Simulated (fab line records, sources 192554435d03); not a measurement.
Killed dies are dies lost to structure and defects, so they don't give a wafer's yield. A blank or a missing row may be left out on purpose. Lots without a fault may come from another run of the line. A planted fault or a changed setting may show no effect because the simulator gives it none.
Chamber matching | flow n5_finfet | N5_BEOL_M14_ILD_DEP_00 on pecvd-03: 3 sister chambers
The step deposits SiO2 from TEOS/O2, target thk 1119.3 nm, time 237.4 s. 6 wafers are shown with their chamber, then 9 later ones without.

WAFERS WITH THEIR CHAMBER
wafer  | chamber | throttle_valve_pct (%) | showerhead_plenum_p_Torr (Torr)
L087.1 | 0       | 20.2                   | 8.38
L092.1 | 2       | 17.9                   | 8.37
L092.6 | 2       | 18.2                   | 8.37
L090.1 | 1       | 19.4                   | 8.25
L090.3 | 0       | 19.7                   | 8.40
L090.4 | 1       | 19.3                   | 8.28

WAFERS WITHOUT THEIR CHAMBER
wafer  | throttle_valve_pct (%) | showerhead_plenum_p_Torr (Torr)
L091.1 | 19.9                   | 8.37
L091.2 | 19.4                   | 8.28
L091.3 | 18.2                   | 8.38
L096.1 | 18.4                   | 8.39
L096.2 | 19.6                   | 8.27
L096.4 | 20.0                   | 8.24
L097.2 | 19.9                   | 8.36
L097.3 | 19.5                   | 8.25
L097.5 | 18.4                   | 8.38

WHICH CHAMBER EACH WENT THROUGH
wafer  | from the rows above | in truth
L091.1 | 0                   | 0
L091.2 | 1                   | 1
L091.3 | 2                   | 2
L096.1 | 2                   | 2
L096.2 | 1                   | 1
L096.4 | 1                   | 1
L097.2 | 0                   | 0
L097.3 | 1                   | 1
L097.5 | 2                   | 2
Placed correctly: 9 of 9. Can't be placed from these rows: 0. Placed wrongly: 0.
How it was worked out, from the rows above alone: a wafer's distance from a chamber is the root of the sum, over the readings, of the square of ((its reading less the chamber's mean) divided by the reading's scatter). The wafer belongs to the nearest chamber; if the next one is less than 2 further off, it can't be placed. A chamber's mean is the mean of its shown wafers. The scatter: the root of (the sum of the squares of (reading less its chamber's mean) over the shown wafers, divided by (wafers less chambers)).
